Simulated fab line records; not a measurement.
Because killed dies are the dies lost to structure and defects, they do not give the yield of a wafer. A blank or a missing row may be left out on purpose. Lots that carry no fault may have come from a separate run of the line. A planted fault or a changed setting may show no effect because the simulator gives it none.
A struck lot beside a sound one || flow nandHarc || 15 steps out of a route of 1302
Sound: wafers L100.3, L100.4, L100.6. Wafers struck: L994.1, L994.4, L994.5. Last of all comes the cause.
For every step that has rows: the tool of each side, followed by ch and its chambers, followed by its first start. Under that, the readings that differ: sound wafers || struck wafers || difference of the means || sigmas: that difference in standard deviations of wafers without a fault.
alike: words and numbers the same on both sides, and readings whose means are apart by under 2 such deviations; not compared: readings that were withheld, readings missing a value for some wafer, numbers with overlapping values and no deviation given by the record, and bounds like >300 which may hide the same value.
A row with sigmas, a row that says differs or no value, or rows on one side alone: a step with any of these is where the two part. Numbers that have no deviation but don't overlap get no sigmas and don't part them. A reading missing from all wafers of one side parts the sides only when that side holds two or more wafers.

NHARC_A_CONTACT_INSPECT_10:
  sound: defectInspect-02 at day 31 16:34; struck: defectInspect-02 at day 28 23:43
  alike: rawDefectCount
then, 2 steps without rows for these wafers: NHARC_A_CONTACT_DESCUM_13 (chemistry O2, time 3 s); NHARC_A_CONTACT_ETCH_88 (etches the open film in CF4, target depth 39 nm, time 65 s).
NHARC_A_CONTACT_ETCH_89: etches the open film in N2/H2, target depth 260 nm, time 475.3 s.
  sound: rieDiel-02 ch 2,3; struck: rieDiel-11 ch 2,3
  alike: biasW, chamberPressureMTorr, drypumpMotorCurrentA, oesProductAu, rfVppV, showerheadPlenumPTorr, throttleValvePct
  not compared: rfHoursCounterH
NHARC_A_CONTACT_ETCH_30: etches the open film in CF4/CHF3, target depth 72.6 nm, time 36.3 s.
  sound: rieDiel-02 ch 1,2; struck: rieDiel-11 ch 1,2,3
  alike: biasW, cf4FlowSccm, drypumpMotorCurrentA, oesProductAu, rfVppV, showerheadPlenumPTorr, throttleValvePct
  not compared: rfHoursCounterH
NHARC_A_CONTACT_ETCH_31: etches the open film in O2/COS, target depth 2800 nm, time 728 s.
  sound: rieDiel-02 ch 0,1,2; struck: rieDiel-11 ch 0,2,3
  alike: biasW, chamberPressureMTorr, drypumpMotorCurrentA, o2FlowSccm, oesProductAu, rfVppV, showerheadPlenumPTorr, throttleValvePct
  not compared: rfHoursCounterH
NHARC_A_CONTACT_ETCH_134: etches the open film in C4F8/O2/Ar, time 140 s, target depth 700 nm.
  sound on harCapEtch-02 ch 0,1, day 31 17:50; struck on harCapEtch-03 ch 0,1, day 29 01:01
  alike: chamberPressureMTorr, oesAirLineAu
  not compared: rfHoursCounterH
then, 2 steps without rows for these wafers: NHARC_A_CONTACT_ETCH_135 (etches the open film in C4F8/O2/Ar, time 311 s, target depth 1912 nm); NHARC_A_CONTACT_ETCH_136 (etches the open film in C4F8/O2/Ar, time 311 s, target depth 1912 nm).
NHARC_A_CONTACT_ETCH_137: etches the open film in C4F8/O2/Ar, time 311 s, target depth 1912 nm.
  sound on harCapEtch-02 ch 0,1, day 31 18:35; struck on harCapEtch-03 ch 0,1, day 29 01:46
  alike: chamberPressureMTorr, oesAirLineAu
  not compared: rfHoursCounterH
then, 2 steps without rows for these wafers: NHARC_A_CONTACT_ETCH_138 (etches the open film in C4F8/O2/Ar, time 311 s, target depth 1914 nm); NHARC_A_CONTACT_ETCH_139 (etches the open film in C4F8/O2/Ar, time 195 s, target depth 840 nm).
NHARC_A_CONTACT_ETCH_92: etches the open film in CH3F/O2, target depth 40 nm, time 85.7 s.
  sound on rieDiel-02 ch 0,2,3, day 31 19:37; struck on rieDiel-04 ch 1,2,3, day 29 02:50
  no value came back on the struck wafers for any of 8 readings (biasW (W), ch3fFlowSccm (sccm) and others); on the sound wafers biasW (W) reads 100.5 100.7 100.1
  not compared: rfHoursCounterH
then, 1 step without rows for these wafers: NHARC_A_CONTACT_ETCH_98 (etches the open film in C4F6/O2, target depth 20 nm, time 10 s).
NHARC_END_SORT_01:
  sound on prober-02 ch 0, day 33 23:17; struck on prober-02 ch 0, day 31 00:49
{"reading": "killedAtArray", "sound": "23 43 47", "struck": "673 672 672", "difference": "+635", "sigmas": "+37"}
{"reading": "killedDies", "sound": "25 48 54", "struck": "677 677 677", "difference": "+635", "sigmas": "+40"}
  alike: killedAtOther, killedAtPeriphery, killedOpen, killedShort

WHERE THEY PART
At NHARC_A_CONTACT_ETCH_92 first; at NHARC_END_SORT_01 last (within this record only).

WHY: what the simulator had put in
Beginning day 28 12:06, the whole step at NHARC_A_CONTACT_ETCH_92 was skipped on rieDiel-04. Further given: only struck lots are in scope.
